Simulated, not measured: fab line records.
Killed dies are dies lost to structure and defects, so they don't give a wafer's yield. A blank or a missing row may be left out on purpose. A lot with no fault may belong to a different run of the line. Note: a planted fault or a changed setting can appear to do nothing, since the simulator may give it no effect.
Lot-split experiment / flow n5Finfet / on a route of 1938 steps: 7 lots, 21 wafers read

## SPLIT DETAILS
At N5_SD_ACTIVATION_LSA_01 (time 0.0008 s), the setting tempC was moved away from the recipe's 1080 C on 9 of the 21 wafers read, by -3.0% to +2.8%. All remaining wafers had this setting at the recipe value.

The file shows no step between the split and the reading.

## THE READING
At N5_SD_ACTIVATION_RS_MEAS_03, a four-point-probe measurement gives RS_SD_N in ohm/sq. Typical for fault-free wafers on this fab line: 21.91 ohm/sq, with standard deviation 0.29 ohm/sq.

wafer=L077.3; tool, chamber at the split=laserAnneal-01, 0; tempC as run, C=1080; against the recipe=recipe; RS_SD_N, ohm/sq=22.13; against lot-mates on the recipe=-
wafer=L077.5; tool, chamber at the split=laserAnneal-01, 0; tempC as run, C=1110; against the recipe=+2.8%; RS_SD_N, ohm/sq=19.10; against lot-mates on the recipe=-3.05
wafer=L077.6; tool, chamber at the split=laserAnneal-01, 0; tempC as run, C=1080; against the recipe=recipe; RS_SD_N, ohm/sq=22.17; against lot-mates on the recipe=-
wafer=L078.1; tool, chamber at the split=laserAnneal-02, 0; tempC as run, C=1098; against the recipe=+1.7%; RS_SD_N, ohm/sq=19.76; against lot-mates on the recipe=no lot-mate on the recipe
wafer=L078.2; tool, chamber at the split=laserAnneal-02, 0; tempC as run, C=1098; against the recipe=+1.7%; RS_SD_N, ohm/sq=19.90; against lot-mates on the recipe=no lot-mate on the recipe
wafer=L078.4; tool, chamber at the split=laserAnneal-02, 0; tempC as run, C=1098; against the recipe=+1.7%; RS_SD_N, ohm/sq=20.16; against lot-mates on the recipe=no lot-mate on the recipe
wafer=L079.1; tool, chamber at the split=laserAnneal-01, 0; tempC as run, C=1080; against the recipe=recipe; RS_SD_N, ohm/sq=22.34; against lot-mates on the recipe=-
wafer=L079.2; tool, chamber at the split=laserAnneal-01, 0; tempC as run, C=1080; against the recipe=recipe; RS_SD_N, ohm/sq=22.07; against lot-mates on the recipe=-
wafer=L079.6; tool, chamber at the split=laserAnneal-01, 0; tempC as run, C=1080; against the recipe=recipe; RS_SD_N, ohm/sq=22.34; against lot-mates on the recipe=-
wafer=L082.4; tool, chamber at the split=laserAnneal-02, 0; tempC as run, C=1101; against the recipe=+1.9%; RS_SD_N, ohm/sq=19.48; against lot-mates on the recipe=-2.33
wafer=L082.5; tool, chamber at the split=laserAnneal-02, 0; tempC as run, C=1080; against the recipe=recipe; RS_SD_N, ohm/sq=21.89; against lot-mates on the recipe=-
wafer=L082.6; tool, chamber at the split=laserAnneal-02, 0; tempC as run, C=1080; against the recipe=recipe; RS_SD_N, ohm/sq=21.73; against lot-mates on the recipe=-
wafer=L085.2; tool, chamber at the split=laserAnneal-01, 0; tempC as run, C=1080; against the recipe=recipe; RS_SD_N, ohm/sq=22.07; against lot-mates on the recipe=-
wafer=L085.3; tool, chamber at the split=laserAnneal-01, 0; tempC as run, C=1080; against the recipe=recipe; RS_SD_N, ohm/sq=22.27; against lot-mates on the recipe=-
wafer=L085.6; tool, chamber at the split=laserAnneal-01, 0; tempC as run, C=1080; against the recipe=recipe; RS_SD_N, ohm/sq=22.54; against lot-mates on the recipe=-
wafer=L088.3; tool, chamber at the split=laserAnneal-02, 0; tempC as run, C=1102; against the recipe=+2.0%; RS_SD_N, ohm/sq=19.38; against lot-mates on the recipe=-2.42
wafer=L088.4; tool, chamber at the split=laserAnneal-02, 0; tempC as run, C=1080; against the recipe=recipe; RS_SD_N, ohm/sq=21.80; against lot-mates on the recipe=-
wafer=L088.5; tool, chamber at the split=laserAnneal-02, 0; tempC as run, C=1102; against the recipe=+2.0%; RS_SD_N, ohm/sq=19.35; against lot-mates on the recipe=-2.45
wafer=L090.4; tool, chamber at the split=laserAnneal-02, 0; tempC as run, C=1048; against the recipe=-3.0%; RS_SD_N, ohm/sq=25.02; against lot-mates on the recipe=+3.64
wafer=L090.5; tool, chamber at the split=laserAnneal-02, 0; tempC as run, C=1048; against the recipe=-3.0%; RS_SD_N, ohm/sq=24.81; against lot-mates on the recipe=+3.43
wafer=L090.6; tool, chamber at the split=laserAnneal-02, 0; tempC as run, C=1080; against the recipe=recipe; RS_SD_N, ohm/sq=21.38; against lot-mates on the recipe=-

THE FIT
A straight line over all 21 wafers: RS_SD_N changes by -1.11 ohm/sq for each +1% of tempC; r = -0.98; the points scatter about the line by 0.32 ohm/sq.
The same after taking each lot's own level away (the mean of its wafers on the recipe; 18 wafers): -1.18 ohm/sq for each +1%; r = -1.00; scatter 0.13 ohm/sq.
Per that fit: largest tempC move, reading shift of 3.5 ohm/sq.
Measured against the standard deviation above, the lots' own levels, which go from 21.380 to 22.293 ohm/sq, span 3.1 times it.
The two slopes agree, so the slope changes little with the lot-to-lot level.
Check: for one of the wafers moved furthest among these (-3.0%), held out of the fit, the line's prediction against its lot-mates is +3.42 ohm/sq. It came out at +3.64 ohm/sq against them.
Tool readings at the split's step, against how far the setting was moved: wafer_temp_C_max r = +1.00.

## OTHER SPLITS ON THESE WAFERS
Before the reading, these wafers also passed through other splits. Each is held against what the fit with the lots' levels taken away leaves over:
other split on the same wafers=N5_WELL_APT_COAT_02 spinRpm; wafers away from the commonest value=7; r with RS_SD_N (lot level and that fit taken away)=+0.07
other split on the same wafers=N5_WELL_APT_PEB_06 pebTimeS; wafers away from the commonest value=8; r with RS_SD_N (lot level and that fit taken away)=+0.13
other split on the same wafers=N5_WELL_APT_EXPOSE_22 doseMj; wafers away from the commonest value=5; r with RS_SD_N (lot level and that fit taken away)=-0.24
other split on the same wafers=N5_WELL_APT_PEB_23 pebTempC; wafers away from the commonest value=7; r with RS_SD_N (lot level and that fit taken away)=-0.04
other split on the same wafers=N5_DUMMY_GATE_CVD_03 tempC; wafers away from the commonest value=15; r with RS_SD_N (lot level and that fit taken away)=-0.15
other split on the same wafers=N5_SD_EPI_N_EXPOSE_06 doseMj; wafers away from the commonest value=6; r with RS_SD_N (lot level and that fit taken away)=+0.05
other split on the same wafers=N5_SD_EPI_N_PEB_07 pebTempC; wafers away from the commonest value=6; r with RS_SD_N (lot level and that fit taken away)=+0.27

## THE WHOLE CHAIN: every reading that the file lists as answering this split, in the file's order
step=N5_SD_ACTIVATION_LSA_01; what it does=time 0.0008 s; reading=wafer_temp_C_max; change (the file's fit)=withheld for each +1% of the setting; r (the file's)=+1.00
step=N5_SD_ACTIVATION_RS_MEAS_03; what it does=measures by four-point-probe; reading=RS_SD_N; change (the file's fit)=-1.16 for each +1% of the setting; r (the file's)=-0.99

## THE FILE'S OWN FIT
RS_SD_N changes by -1.16 ohm/sq for each +1% of tempC, r = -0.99.
